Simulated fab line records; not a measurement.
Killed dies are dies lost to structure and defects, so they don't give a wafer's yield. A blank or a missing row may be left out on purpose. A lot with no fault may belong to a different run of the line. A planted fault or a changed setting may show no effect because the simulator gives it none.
Chamber matching :: flow nand harc :: NHARC_A_ONON_D2_DEP_33 on pecvd-01 has 3 sister chambers
The step deposits SiO2, target thk 200 nm. 3 wafers are shown with their chamber, then 8 later ones without.

## WAFERS WITH THEIR CHAMBER
wafer: L082.5
chamber: 1
heater power w (W): 633

wafer: L085.4
chamber: 2
heater power w (W): 374

wafer: L086.1
chamber: 0
heater power w (W): 425

## WAFERS WITH NO CHAMBER GIVEN
wafer: L086.2
heater power w (W): 426

wafer: L086.6
heater power w (W): 601

wafer: L089.2
heater power w (W): 423

wafer: L089.3
heater power w (W): 491

wafer: L089.6
heater power w (W): 507

wafer: L093.1
heater power w (W): 467

wafer: L093.4
heater power w (W): 479

wafer: L093.5
heater power w (W): 578

## WHICH CHAMBER EACH ONE RAN IN
wafer: L086.2
from the rows above: can't be placed: 0 or 2
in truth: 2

wafer: L086.6
from the rows above: 1
in truth: 1

wafer: L089.2
from the rows above: can't be placed: 0 or 2
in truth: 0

wafer: L089.3
from the rows above: can't be placed: 0 or 2 or 1
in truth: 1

wafer: L089.6
from the rows above: can't be placed: 0 or 1 or 2
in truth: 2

wafer: L093.1
from the rows above: can't be placed: 0 or 2
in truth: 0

wafer: L093.4
from the rows above: can't be placed: 0 or 2
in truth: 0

wafer: L093.5
from the rows above: can't be placed: 1 or 0
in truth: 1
Correctly placed: 1 of 8. These rows do not allow placing 7 (true chamber among the candidates in 7). Wrongly placed: 0.
How it was worked out, from the rows above alone: a wafer's distance from a chamber is the root of the sum, over the readings, of the square of ((its reading less the chamber's mean) divided by the reading's scatter). The wafer belongs to the nearest chamber; if the next one is less than 2 further off, it can't be placed. Each chamber's mean is taken over the wafers shown for it. The scatter (one wafer shown for each chamber): square how far every hidden wafer sits from the nearest shown wafer, average those squares and take the square root.
